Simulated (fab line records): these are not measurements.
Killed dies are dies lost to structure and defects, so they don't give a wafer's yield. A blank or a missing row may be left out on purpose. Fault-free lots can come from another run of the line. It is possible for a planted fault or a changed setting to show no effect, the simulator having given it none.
A lot that was struck, set against a sound lot | flow n5_finfet | 30 out of 1938 route steps
Sound: the wafers L560.1, L560.3, L560.6. Struck: wafers L556.3, L556.4. (L556.2 of the same lot was not struck and is left out.) The cause comes at the end.
Each step with rows lists, per side, the tool, then ch with its chambers, then its first start. Under that, the readings that differ: sound wafers | struck wafers | difference of the means | sigmas: that difference in standard deviations of wafers without a fault.
alike: readings whose means differ by less than 2 such deviations, and words and numbers that are the same on both sides. not compared: withheld readings, readings that some wafer has no value for, bounds like >300 that may hide the same value, and numbers for which the record gives no deviation and whose values overlap.
Wherever a step has rows on one side only, a row that says differs or no value, or a row with sigmas, the two part there. Numbers that don't overlap but have no deviation are shown without sigmas and don't part them. A reading that every wafer of one side lacks parts them only if that side has two wafers or more.

first, 8 steps without rows for these wafers: N5_ILD0_LINER_00 (material SiNx, target thk 4 nm, pulse time 1 s, purge time 2 s); N5_ILD0_FCVD_FILL_01 (material SiO2 flowable, target thk 200 nm, time 328.3 s); N5_ILD0_CURE_02 (time 1800 s); N5_ILD0_CMP_03 (polishes, stops on SiNx, t overpolish 1.9 s, target thk 197.38 nm); N5_ILD0_CMP_07 (polishes SiO2 flowable, stops on poly-Si, t overpolish 1.18 s, target thk 138.88 nm); N5_ILD0_PRECLEAN_10 (cleans in NF3:NH3, afs cycles 5, time 20 s, sublimation time 60 s); N5_ILD0_ALD_15 (deposits SiNx, target thk 24 nm, pulse time 1 s, ald cycles 480); N5_ILD0_CMP_12 (polishes SiNx, stops on poly-Si, t overpolish 6 s, target thk 17.67 nm).
N5_SDB_HM_DEP_00: deposits SiNx from SiH4/NH3/N2, target thk 40 nm, time 35.3 s.
  sound on pecvd-04 ch 1,2, day 8 17:40; struck on pecvd-01 ch 1, day 7 18:54
  reading                                 | sound             | struck    | difference                    | sigmas
  rf_fwd_power_W (W)                      | 298.2 297.9 297.9 | - -       | no value on the struck wafers |
  throttle_valve_pct (%)                  | 37.8 40.8 37.9    | 45.9 45.8 | +7.0                          | +3
  model.SiNx_of_SDB_HM_DEP_00.thk_nm (nm) | 39.6 39.4 40      | 31 32     | -8                            |
  alike: heater_power_w, showerhead_plenum_p_Torr, showerhead_vpp_V
then, 13 steps without rows for these wafers: N5_SDB_COAT_03 (time 60 s, resist thk 100 nm); N5_SDB_COAT_04 (time 60 s, resist thk 18 nm); N5_SDB_COAT_05 (resist thk 90 nm); N5_SDB_EBR_07; N5_SDB_SOFTBAKE_06 (time 60 s); N5_SDB_EXPOSE_08 (exposes mask SDB); N5_SDB_PEB_09 (peb time 60 s); N5_SDB_DEVELOP_10 (develop time 30 s); N5_SDB_DESCUM_16 (chemistry O2, time 7.9 s); N5_SDB_ETCH_17 (etches SiARC in CF4, target depth 23.4 nm, time 39 s); N5_SDB_ETCH_18 (etches SOC in N2/H2, target depth 100 nm, overetch 20 nm, time 150 s); N5_SDB_STRIP_19 (strips in N2/H2); N5_SDB_STRIP_21 (strips in CF4).
N5_SDB_HM_OPEN_20: chemistry CH3F/O2, target SiNx, stops on poly-Si, target depth 24 nm.
  sound on rie_diel-03 ch 1,2, day 8 18:32; struck on rie_diel-03 ch 0,3, day 7 19:40
  reading                  | sound             | struck      | difference | sigmas
  oes_product_au (a.u.)    | 0.69 0.58 0.70    | 0.47 0.46   | -0.19      | -3
  rf_fwd_power_W (W)       | 393.8 394.2 393.0 | 391.8 389.6 | -3.0       | -2
  model.etch.depth_nm (nm) | 23.63 23.38 23.97 | 15.07 16.03 | -8.11      |
  alike: drypump_motor_current_A, oes_o_777_au, rf_vpp_V, showerhead_plenum_p_Torr, throttle_valve_pct
  not compared: rf_hours_counter_h
then, 5 steps without rows for these wafers: N5_SDB_STRIP_22 (strips in N2/H2); N5_SDB_PRECLEAN_23 (cleans in dHF, time 30 s); N5_SDB_DUMMY_REMOVE_24 (chemistry TMAH, target poly-Si, stops on SiO2, target depth 142 nm, time 57 s, rinse time 30 s); N5_SDB_ETCH_25 (etches SiO2 in C4F6/O2, target depth 10 nm, time 3.3 s); N5_SDB_CUT_ETCH_26 (etches Si in HBr/Cl2/O2, target depth 129.6 nm, bt time 20 s, time 51.8 s).
N5_SDB_PRECLEAN_38: cleans in dHF, time 10 s.
  sound on wet_bench-06 ch 2,6,7, day 8 19:05; struck on wet_bench-06 ch 3,6, day 7 20:10
  reading                                 | sound        | struck    | difference | sigmas
  model.SiNx_of_SDB_HM_DEP_00.thk_nm (nm) | 21.8 21.2 22 | 13.2 14.2 | -8.0       |
then, 1 step without rows for these wafers: N5_SDB_PRECLEAN_39 (cleans in O3/DIW, time 45 s).

WHERE THEY PART
Earliest at N5_SDB_HM_DEP_00; latest, in this record, at N5_SDB_HM_OPEN_20.

WHY: the cause the simulator had injected
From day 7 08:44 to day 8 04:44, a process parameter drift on pecvd-01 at N5_SDB_HM_DEP_00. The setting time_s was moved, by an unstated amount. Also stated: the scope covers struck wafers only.
